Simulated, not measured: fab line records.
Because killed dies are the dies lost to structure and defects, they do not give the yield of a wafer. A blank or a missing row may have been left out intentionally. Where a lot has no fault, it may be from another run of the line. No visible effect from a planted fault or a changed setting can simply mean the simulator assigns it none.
fab line records	flow n5Finfet
[record] lots = 8	wafers = 22	lastDay = 17
route steps=1938 shown FIN_SAQP@113 BEOL_M4@1111
lots that met no fault: taken from a fault-free run of the same line
startH: hours from the record's first day to the start of the lot's first wafer shown	waitH: time in hours since the lot's previous step	" repeats the value in the row above	L1.1+2: a row that stands for several wafers	- value missing, or start not given	* or withheld: withheld	< > ~ a bound
route shown NAME@n: names a module that has steps shown in the file, with the first one's number in the route	usual: the fault-free wafers' mean and standard deviation	same: alike in all rows	chamber/n: place in a boat	sites: each site's reading	_std_site: the standard deviation of these	_edge_site: mean of outer sites minus mean of inner sites	radiusMm: how far each site lies from the wafer's centre	mask NAME#n: copy n	behind: the tool/chamber that last shaped the wafer	hold: the reason the lot was held/the length of the hold in hours/how it ended	device: the n, p or np transistor that did not switch	end of line: the tests these same wafers got at the end of their route	a step without rows: its recipe alone	killed: not the wafer's yield, but the dies lost to structure and defects at the first sort	map: per-die view of a wafer (x killed, . not killed, _ where there is no die)
set.NAME: the setting that was run; set.NAME@STEP: the one run at that earlier step	model.NAME: the simulator's own value behind a step, which no gauge read
steps of the route over a sample of lots; a table a step, a row a wafer
services: a tool's chamber out of use, with start hour (startH, from the record's first day; less than 0 if before it), hours out, and reason
[[steps]]
[step N5_FIN_SAQP_INSPECT_18]
[recipe] mode = adi	inspectInstrument = brightfield
[usual] rawDefectCount = 410/110
lot.wafer	tool	chamber	startH	waitH	rawDefectCount
L408.1	defectInspect-01	-	34.58	0.0	410
L408.4	"	-	"	"	386
L408.6	"	-	"	"	327
L410.1	defectInspect-02	-	46.29	0.0	514
L410.3	"	-	"	"	501
L410.5	"	-	"	"	615
L412.1	defectInspect-02	-	57.60	0.0	319
L412.3	"	-	"	"	464
L412.4	"	-	"	"	407
L420.2	defectInspect-02	-	107.04	0.0	265
L420.5	"	-	"	"	391
L422.4	defectInspect-02	-	119.27	0.0	453
L422.6	"	-	"	"	484
L423.1	defectInspect-01	-	125.29	0.0	391
L423.3	"	-	"	"	533
L423.4	"	-	"	"	302
L424.2	defectInspect-02	-	129.25	0.0	284
L424.4	"	-	"	"	451
L424.6	"	-	"	"	288
L426.1	defectInspect-02	-	141.57	0.0	472
L426.4	"	-	"	"	384
L426.6	"	-	"	"	407
[step N5_FIN_SAQP_MANDREL_ETCH_22]
[recipe] targetDepthA = 600	chemistry = HBr/Cl2	target = a-Si	stopOn = SiNx	btTimeS = 10	overEtchFrac = 0.5	timeS = 30	pressureMtorr = 10	icpW = 800	biasW = 75	HBr_flow_sccm = 150	Cl2_flow_sccm = 80	ends = endPoint
[usual] biasW = 74.98/0.22	drypumpMotorCurrentA = 5.5/0.6	oesProductAu = 0.769/0.014	rfFwdPowerW = 795.8/2.9	throttleValvePct = 35.5/0.36
lot.wafer	tool	chamber	startH	waitH	biasW	drypumpMotorCurrentA	oesProductAu	rfFwdPowerW	rfHoursCounterH	throttleValvePct
L408.1	rieSi-05	2	34.90	0.0	74.78	6.3	0.759	793.7	92	35.0
L408.4	"	3	"	"	74.79	5.5	0.767	792.1	88	35.7
L408.6	"	0	"	"	75.25	5.0	0.778	794.1	-	35.1
L410.1	rieSi-05	3	48.85	0.0	74.97	5.6	0.753	796.0	88	35.7
L410.3	"	1	"	"	74.58	4.9	0.786	793.1	43	36.0
L410.5	"	3	"	"	75.22	5.6	0.765	795.6	-	35.7
L412.1	rieSi-02	3	58.03	0.0	75.15	6.0	0.775	795.1	7	35.7
L412.3	"	2	"	"	75.17	6.4	0.774	797.6	59	35.3
L412.4	"	1	"	"	74.83	5.1	0.782	799.1	26	35.5
L420.2	rieSi-02	0	107.47	0.0	75.12	4.9	0.760	797.1	7	36.0
L420.5	"	1	"	"	75.11	5.1	0.773	795.2	-	35.5
L422.4	rieSi-02	3	119.74	0.0	74.68	6.0	0.772	798.3	8	35.7
L422.6	"	0	"	"	74.57	4.9	0.758	795.4	-	36.0
L423.1	rieSi-05	2	125.61	0.0	74.76	6.3	0.751	792.9	94	35.0
L423.3	"	3	"	"	74.60	5.6	0.763	796.5	90	35.7
L423.4	"	0	"	"	75.24	4.9	0.779	793.7	37	35.1
L424.2	rieSi-05	3	129.57	0.0	75.42	5.6	0.763	795.8	90	35.7
L424.4	"	0	"	"	74.62	4.9	0.786	798.0	37	35.1
L424.6	"	3	"	"	75.03	5.6	0.754	797.2	-	35.7
L426.1	rieSi-04	2	141.89	0.0	75.06	6.0	0.767	792.9	8	35.1
L426.4	"	0	"	"	74.76	6.5	0.741	801.9	3	35.2
L426.6	"	3	"	"	74.87	4.9	0.760	799.8	-	35.7
[step N5_FIN_SAQP_STRIP_55]
[recipe] chemistry = N2/H2	powerW = 500	tempC = 40	pressureMtorr = 50	rfFrequencyHz = 6e+07	overashFraction = 0.3	biasPowerW = 28	h2Frac = 0.5	n2FlowSccm = 300	h2FlowSccm = 300
[usual] drypumpMotorCurrentA = 5.8/0.46	oesProductAu = 0.78/0.098	rfVppV = 122.1/1.4	showerheadPlenumPTorr = 3.40/0.079	throttleValvePct = 19.1/0.39
lot.wafer	tool	chamber	startH	waitH	drypumpMotorCurrentA	oesProductAu	rfHoursCounterH	rfVppV	showerheadPlenumPTorr	throttleValvePct
L408.1	rieDiel-06	0	35.00	0.1	5.2	0.83	82	122.0	3.54	19.1
L408.4	"	1	"	"	6.1	0.69	240	119.4	3.18	18.8
L408.6	"	2	"	"	5.6	0.72	-	123.1	3.48	19.5
L410.1	rieDiel-01	3	48.95	0.1	5.5	0.76	179	121.3	3.34	19.4
L410.3	"	2	"	"	5.3	0.73	192	122.3	3.34	19.0
L410.5	"	1	"	"	6.4	0.94	-	124.3	3.41	18.2
L412.1	rieDiel-01	0	58.13	0.1	6.7	0.71	211	123.7	3.48	18.9
L412.3	"	3	"	"	5.5	0.75	181	120.2	3.34	19.4
L412.4	"	2	"	"	5.3	0.72	194	122.9	3.34	19.0
L420.2	rieDiel-01	0	107.62	0.1	6.7	0.71	229	121.4	3.47	18.9
L420.5	"	2	"	"	5.3	0.71	-	119.5	3.33	19.0
L422.4	rieDiel-03	3	120.26	0.5	5.7	0.69	-	120.8	3.31	19.2
L422.6	"	2	"	"	5.3	1.00	-	122.7	3.45	18.9
L423.1	rieDiel-01	3	125.99	0.3	5.5	0.72	204	121.8	3.33	19.4
L423.3	"	0	"	"	6.8	0.70	236	122.4	3.46	19.0
L423.4	"	2	"	"	5.3	0.71	218	119.9	3.33	19.1
L424.2	rieDiel-03	3	129.74	0.1	5.7	0.70	246	124.3	3.30	19.2
L424.4	"	1	"	"	6.0	0.89	-	119.1	3.29	18.9
L424.6	"	2	"	"	5.3	0.96	-	122.0	3.44	18.9
L426.1	rieDiel-03	0	141.99	0.1	5.9	1.00	1	124.4	3.43	19.2
L426.4	"	1	"	"	6.0	0.86	-	121.2	3.29	18.9
L426.6	"	2	"	"	5.3	0.93	-	119.9	3.44	18.9
[step N5_FIN_SAQP_ETCH_57]
[recipe] chemistry = CH3F/O2	target = SiNx	maskMaterial = SiO2	targetDepthA = 325	timeS = 46.4	pressureMtorr = 30	sourceW = 395	biasW = 73	Ar_flow_sccm = 150	CH3F_flow_sccm = 30	O2_flow_sccm = 20	ionEnergyEv = 120	ends = cleared
[usual] biasW = 72.98/0.24	drypumpMotorCurrentA = 5.8/0.44	etchRfOnTimeS = 46.6/0.98	oesProductAu = 0.66/0.08	rfFwdPowerW = 387.4/2.4	rfVppV = 295/4.6	showerheadPlenumPTorr = 2.03/0.049	throttleValvePct = 16.45/0.24
lot.wafer	tool	chamber	startH	waitH	biasW	drypumpMotorCurrentA	etchRfOnTimeS	oesProductAu	rfFwdPowerW	rfHoursCounterH	rfVppV	showerheadPlenumPTorr	throttleValvePct
L408.1	rieDiel-01	2	36.74	0.1	72.69	5.3	46.1	0.63	384.3	188	288	1.99	16.53
L408.4	"	0	"	"	72.90	6.6	47.7	0.61	391.9	204	294	2.07	16.56
L408.6	"	1	"	"	72.89	6.4	46.6	0.81	383.6	-	299	2.05	15.89
L410.1	rieDiel-01	2	50.81	0.0	72.94	5.3	46.1	0.63	386.0	192	289	1.99	16.54
L410.3	"	3	"	"	72.67	5.5	45.9	0.63	389.6	179	295	1.99	16.45
L410.5	"	3	"	"	72.75	5.4	46.3	0.63	387.8	-	295	1.99	16.46
L412.1	rieDiel-01	1	60.11	0.2	72.79	6.4	45.0	0.79	385.9	25	299	2.04	15.93
L412.3	"	0	"	"	73.16	6.7	46.7	0.60	392.3	212	294	2.07	16.59
L412.4	"	2	"	"	72.63	5.3	45.8	0.62	386.4	195	289	1.99	16.55
L420.2	rieDiel-01	2	109.41	0.2	73.15	5.3	34.9	0.61	385.0	212	288	1.98	16.59
L420.5	"	0	"	"	73.08	6.7	48.0	0.60	389.8	-	292	2.06	16.61
L422.4	rieDiel-06	1	121.99	0.1	73.22	6.1	45.9	0.80	391.0	15	299	2.15	16.09
L422.6	"	3	"	"	72.91	5.7	34.7	0.67	382.8	-	293	1.99	16.63
L423.1	rieDiel-01	0	127.84	0.1	72.76	6.7	48.4	0.59	391.5	237	292	2.06	16.61
L423.3	"	2	"	"	73.11	5.3	47.8	0.61	383.9	219	291	1.98	16.59
L423.4	"	1	"	"	72.89	6.4	46.4	0.76	384.0	50	300	2.03	15.98
L424.2	rieDiel-03	1	131.41	0.0	73.18	6.0	46.7	0.77	389.0	23	292	1.97	16.33
L424.4	"	1	"	"	73.17	6.0	46.1	0.77	388.9	-	293	1.97	16.31
L424.6	"	2	"	"	73.06	5.3	48.3	0.80	391.1	-	294	2.05	16.26
L426.1	rieDiel-01	3	143.73	0.0	72.69	5.5	45.8	0.61	388.4	209	296	1.98	16.51
L426.4	"	0	"	"	73.05	6.7	47.7	0.59	391.7	241	292	2.05	16.62
L426.6	"	1	"	"	73.24	6.4	46.2	0.76	384.3	-	299	2.03	15.98
[step N5_FIN_SAQP_ETCH_65]
[recipe] chemistry = CF4	target = SiO2	targetDepthA = 40	ionEnergyEv = 350	timeS = 4.4	pressureMtorr = 10	icpW = 800	biasW = 400	cf4FlowSccm = 80
[usual] biasW = 400.1/1.3	cf4FlowSccm = 80.01/0.24	drypumpMotorCurrentA = 5.6/0.6	oesProductAu = 1.004/0.022	rfFwdPowerW = 791/3.9	throttleValvePct = 21.86/0.25
lot.wafer	tool	chamber	startH	waitH	biasW	cf4FlowSccm	drypumpMotorCurrentA	oesProductAu	rfFwdPowerW	rfHoursCounterH	throttleValvePct
L408.1	rieSi-05	3	36.84	0.1	396.7	80.05	5.6	0.995	788	88	22.13
L408.4	"	1	"	"	400.2	80.33	4.9	1.001	790	43	22.10
L408.6	"	1	"	"	400.1	80.17	4.9	0.993	785	-	22.11
L410.1	rieSi-02	2	50.92	0.1	398.1	80.02	6.4	1.030	795	59	21.60
L410.3	"	1	"	"	398.5	79.79	5.1	1.024	794	25	22.03
L410.5	"	3	"	"	400.9	80.06	6.0	1.026	791	-	22.07
L412.1	rieSi-05	1	60.22	0.1	397.2	80.28	4.9	1.013	792	43	22.10
L412.3	"	0	"	"	398.5	80.29	4.9	0.996	786	35	21.50
L412.4	"	2	"	"	400.4	80.00	6.2	0.970	791	93	21.50
L420.2	rieSi-02	1	109.52	0.1	400.4	80.08	5.1	1.032	790	26	22.03
L420.5	"	0	"	"	400.7	80.16	4.9	0.978	786	-	22.04
L422.4	rieSi-05	0	122.09	0.1	400.9	79.63	4.9	0.995	783	37	21.50
L422.6	"	3	"	"	400.5	79.75	5.6	1.012	787	-	22.15
L423.1	rieSi-04	3	127.95	0.1	401.4	80.19	4.9	0.996	797	27	22.04
L423.3	"	2	"	"	397.9	79.83	6.0	0.979	787	8	21.40
L423.4	"	1	"	"	402.1	79.94	5.4	1.020	793	184	21.93
L424.2	rieSi-02	2	131.51	0.1	398.7	79.91	6.4	1.032	791	61	21.62
L424.4	"	1	"	"	401.3	79.72	5.1	1.036	796	27	22.02
L424.6	"	1	"	"	400.9	79.79	5.1	1.035	789	-	22.04
L426.1	rieSi-02	1	143.84	0.1	401.7	79.75	5.1	1.026	792	27	22.03
L426.4	"	0	"	"	401.4	80.10	4.9	0.985	790	8	22.02
L426.6	"	0	"	"	401.8	80.14	4.9	0.981	785	-	22.02
[step N5_BEOL_M4_RC_MEAS_101]
[usual] DIBL_N = 36.0/1.7	DIBL_P = 36.0/2	IOFF_N = 0.156/0.028	IOFF_P = 0.21/0.04	ION_N = 673/12	ION_P = 463/8.3	SS_N = 71.4/0.6	SS_P = 73.3/0.66	VT_N = 250/3	VT_P = -250/3.8
lot.wafer	tool	chamber	startH	waitH	DIBL_N[mV/V]	DIBL_P[mV/V]	IOFF_N[nA/um]	IOFF_P[nA/um]	ION_N[uA/um]	ION_P[uA/um]	SS_N[mV/dec]	SS_P[mV/dec]	VT_N[mV]	VT_P[mV]
L408.1	prober-02	0	169.30	0.0	35.8	35.5	0.155	0.16	674	460	72.5	73.2	250	-257
L408.4	"	0	"	"	38.5	39.1	0.207	0.22	680	454	72.3	74.7	248	-251
L408.6	"	0	"	"	35.0	35.3	0.146	0.17	668	454	70.5	73.0	248	-256
L410.1	prober-01	0	181.50	0.0	36.4	39.0	0.167	0.26	684	469	72.0	73.6	249	-245
L410.3	"	0	"	"	35.6	36.4	0.153	0.22	667	466	71.8	72.4	253	-247
L410.5	"	0	"	"	35.0	36.8	0.141	0.21	660	462	70.9	73.0	251	-249
L412.1	prober-02	0	203.34	0.0	39.3	39.6	0.205	0.27	676	471	72.0	75.0	248	-247
L412.3	"	0	"	"	36.9	36.2	0.154	0.21	662	456	71.2	74.1	254	-253
L412.4	"	0	"	"	38.1	36.6	0.160	0.21	662	455	71.5	74.0	254	-254
L420.2	prober-01	0	245.12	0.2	35.5	34.7	0.141	0.20	656	460	70.8	73.3	254	-251
L420.5	"	0	"	"	37.1	37.1	0.174	0.24	688	467	71.6	73.9	249	-248
L422.4	prober-02	0	263.27	0.5	37.0	38.4	0.150	0.23	660	456	71.2	73.9	251	-247
L422.6	"	0	"	"	34.4	35.9	0.121	0.20	663	460	70.9	72.9	253	-250
L423.1	prober-02	0	274.15	0.0	38.8	38.5	0.179	0.24	675	463	71.9	73.6	249	-250
L423.3	"	0	"	"	37.1	36.2	0.156	0.22	687	470	71.3	72.2	248	-248
L423.4	"	0	"	"	37.9	36.2	0.163	0.22	672	460	71.2	72.9	251	-249
L424.2	prober-01	0	275.87	0.2	34.1	35.3	0.130	0.16	660	447	71.4	72.9	252	-257
L424.4	"	0	"	"	33.2	33.7	0.116	0.15	672	451	71.2	72.9	251	-256
L424.6	"	0	"	"	32.0	32.7	0.098	0.13	652	450	70.7	72.6	257	-257
L426.1	prober-01	0	300.79	0.0	38.1	38.5	0.208	0.24	692	468	71.7	73.9	247	-249
L426.4	"	0	"	"	37.2	36.4	0.179	0.20	673	455	71.9	73.5	249	-254
L426.6	"	0	"	"	38.8	38.3	0.202	0.25	686	466	72.1	74.6	246	-250
[[services]]
tool	chamber	startH	hours	kind
rieDiel-03	1	18.59	3.5	repair
rieSi-04	2	31.88	14.7	repair
rieDiel-03	0	41.90	2.2	repair
rieDiel-03	1	57.16	-	clean
rieDiel-03	1	57.16	-	consumableReplace:focusRing
rieDiel-03	1	57.16	23.2	scheduledDown
rieDiel-03	1	57.16	23.2	ventCycle
rieDiel-06	2	78.60	4.3	repair
rieDiel-01	3	80.46	4.2	repair
rieSi-05	1	85.21	22.8	repair
rieDiel-03	2	91.31	7.1	repair
rieDiel-03	2	98.71	-	clean
rieDiel-03	2	98.71	-	consumableReplace:focusRing
rieDiel-03	2	98.71	21.3	scheduledDown
rieDiel-03	2	98.71	21.3	ventCycle
rieDiel-03	-	111.30	2.4	repair
rieDiel-03	0	120.24	-	clean
rieDiel-03	0	120.24	-	consumableReplace:focusRing
rieDiel-03	0	120.24	20.2	scheduledDown
rieDiel-03	0	120.24	20.2	ventCycle
rieSi-05	2	131.94	12.4	repair
rieDiel-06	1	132.23	6.0	repair
rieDiel-06	0	133.63	5.5	repair
rieDiel-06	-	139.31	0.5	repair
[[key]]
[firstSign] step = N5_FIN_SAQP_ETCH_57	reading = etchRfOnTimeS	direction = down	sigmas = 12	usual = *	struck = *
effect none on later readings
metAt N5_FIN_SAQP_MANDREL_ETCH_22
struckLots L420,L422
struckWafers L420.2,L422.6
notActingAt N5_FIN_SAQP_INSPECT_18,N5_FIN_SAQP_STRIP_55,N5_FIN_SAQP_ETCH_65
onsetBetween 58.03 107.47
[fault] kind = processParameterDrift	tool = rieSi-02	chamber = -	onsetH = 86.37	steps = N5_FIN_SAQP_MANDREL_ETCH_22	channel = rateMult	offset = 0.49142	shape = step	endH = 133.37	scope = struckWafersOnly
